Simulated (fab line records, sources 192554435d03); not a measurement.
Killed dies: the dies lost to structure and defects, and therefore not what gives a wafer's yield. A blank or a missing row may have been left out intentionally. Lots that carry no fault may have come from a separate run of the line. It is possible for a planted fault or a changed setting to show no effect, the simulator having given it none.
Matching of chambers || flow n5Finfet || N5_BEOL_M9_ETCH_61 on rieDiel-04 has 4 sister chambers
The step etches SiARC in CF4, target depth 39 nm, time 65 s. 16 wafers are shown with their chamber, then 8 later ones without.

WAFERS, EACH WITH ITS CHAMBER
{"wafer": "L077.4", "chamber": 3, "showerheadPlenumPTorr (Torr)": 2.09, "drypumpMotorCurrentA (A)": 5.7, "etchRfOnTimeS (s)": 63.6}
{"wafer": "L077.5", "chamber": 2, "showerheadPlenumPTorr (Torr)": 2.21, "drypumpMotorCurrentA (A)": 5.3, "etchRfOnTimeS (s)": 67.9}
{"wafer": "L077.6", "chamber": 0, "showerheadPlenumPTorr (Torr)": 2.10, "drypumpMotorCurrentA (A)": 5.8, "etchRfOnTimeS (s)": 64.0}
{"wafer": "L080.2", "chamber": 0, "showerheadPlenumPTorr (Torr)": 2.10, "drypumpMotorCurrentA (A)": 5.8, "etchRfOnTimeS (s)": 64.2}
{"wafer": "L080.4", "chamber": 0, "showerheadPlenumPTorr (Torr)": 2.09, "drypumpMotorCurrentA (A)": 5.8, "etchRfOnTimeS (s)": 63.9}
{"wafer": "L080.5", "chamber": 1, "showerheadPlenumPTorr (Torr)": 2.28, "drypumpMotorCurrentA (A)": 6.3, "etchRfOnTimeS (s)": 62.2}
{"wafer": "L086.2", "chamber": 1, "showerheadPlenumPTorr (Torr)": 2.28, "drypumpMotorCurrentA (A)": 6.3, "etchRfOnTimeS (s)": 62.9}
{"wafer": "L086.4", "chamber": 0, "showerheadPlenumPTorr (Torr)": 2.09, "drypumpMotorCurrentA (A)": 5.8, "etchRfOnTimeS (s)": 63.8}
{"wafer": "L086.5", "chamber": 0, "showerheadPlenumPTorr (Torr)": 2.09, "drypumpMotorCurrentA (A)": 5.8, "etchRfOnTimeS (s)": 63.5}
{"wafer": "L076.3", "chamber": 0, "showerheadPlenumPTorr (Torr)": 2.09, "drypumpMotorCurrentA (A)": 5.8, "etchRfOnTimeS (s)": 64.6}
{"wafer": "L076.4", "chamber": 1, "showerheadPlenumPTorr (Torr)": 2.27, "drypumpMotorCurrentA (A)": 6.2, "etchRfOnTimeS (s)": 63.6}
{"wafer": "L076.6", "chamber": 3, "showerheadPlenumPTorr (Torr)": 2.09, "drypumpMotorCurrentA (A)": 5.6, "etchRfOnTimeS (s)": 63.8}
{"wafer": "L091.2", "chamber": 1, "showerheadPlenumPTorr (Torr)": 2.27, "drypumpMotorCurrentA (A)": 6.3, "etchRfOnTimeS (s)": 62.5}
{"wafer": "L091.5", "chamber": 1, "showerheadPlenumPTorr (Torr)": 2.27, "drypumpMotorCurrentA (A)": 6.2, "etchRfOnTimeS (s)": 62.4}
{"wafer": "L091.6", "chamber": 2, "showerheadPlenumPTorr (Torr)": 2.20, "drypumpMotorCurrentA (A)": 5.2, "etchRfOnTimeS (s)": 68.0}
{"wafer": "L092.1", "chamber": 2, "showerheadPlenumPTorr (Torr)": 2.20, "drypumpMotorCurrentA (A)": 5.2, "etchRfOnTimeS (s)": 67.4}

SIGNATURES (averages over the wafers above)
{"reading": "showerheadPlenumPTorr", "chamber 0": 2.0933, "chamber 1": 2.2740, "chamber 2": 2.2033, "chamber 3": 2.0900, "scatter within a chamber": 0.00516}
{"reading": "drypumpMotorCurrentA", "chamber 0": 5.800, "chamber 1": 6.260, "chamber 2": 5.233, "chamber 3": 5.650, "scatter within a chamber": 0.0444}
{"reading": "etchRfOnTimeS", "chamber 0": 64.000, "chamber 1": 62.720, "chamber 2": 67.767, "chamber 3": 63.700, "scatter within a chamber": 0.424}
Rule: a wafer's distance from a chamber is the root of the sum, over the readings, of the square of ((its reading less the chamber's mean) divided by the reading's scatter). If the next closest chamber is less than 2 further off than the closest, the wafer can't be placed; otherwise it belongs to the closest. The scatter: take each reading less its chamber's mean, square it, sum over the shown wafers, divide by the number of wafers less the number of chambers, and take the root.

WAFERS MISSING THEIR CHAMBER
{"wafer": "L092.2", "showerheadPlenumPTorr (Torr)": 2.27, "drypumpMotorCurrentA (A)": 6.3, "etchRfOnTimeS (s)": 62.3}
{"wafer": "L092.4", "showerheadPlenumPTorr (Torr)": 2.09, "drypumpMotorCurrentA (A)": 5.8, "etchRfOnTimeS (s)": 64.6}
{"wafer": "L093.2", "showerheadPlenumPTorr (Torr)": 2.20, "drypumpMotorCurrentA (A)": 5.2, "etchRfOnTimeS (s)": 67.5}
{"wafer": "L093.4", "showerheadPlenumPTorr (Torr)": 2.08, "drypumpMotorCurrentA (A)": 5.7, "etchRfOnTimeS (s)": 61.2}
{"wafer": "L093.6", "showerheadPlenumPTorr (Torr)": 2.09, "drypumpMotorCurrentA (A)": 5.8, "etchRfOnTimeS (s)": 64.5}
{"wafer": "L096.2", "showerheadPlenumPTorr (Torr)": 2.27, "drypumpMotorCurrentA (A)": 6.3, "etchRfOnTimeS (s)": 63.4}
{"wafer": "L096.5", "showerheadPlenumPTorr (Torr)": 2.08, "drypumpMotorCurrentA (A)": 5.8, "etchRfOnTimeS (s)": 65.1}
{"wafer": "L096.6", "showerheadPlenumPTorr (Torr)": 2.27, "drypumpMotorCurrentA (A)": 6.3, "etchRfOnTimeS (s)": 63.5}

THE CHAMBER EACH PASSED THROUGH
{"wafer": "L092.2", "from the rows above": 1, "in truth": 1}
{"wafer": "L092.4", "from the rows above": 0, "in truth": 0}
{"wafer": "L093.2", "from the rows above": 2, "in truth": 2}
{"wafer": "L093.4", "from the rows above": "can't be placed: 3 or 0", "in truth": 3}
{"wafer": "L093.6", "from the rows above": 0, "in truth": 0}
{"wafer": "L096.2", "from the rows above": 1, "in truth": 1}
{"wafer": "L096.5", "from the rows above": "can't be placed: 0 or 3", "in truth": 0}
{"wafer": "L096.6", "from the rows above": 1, "in truth": 1}
Correct placement for 6 of the 8. Can't be placed from these rows: 2 (the true chamber is among the candidates in 2). Wrongly placed: 0.
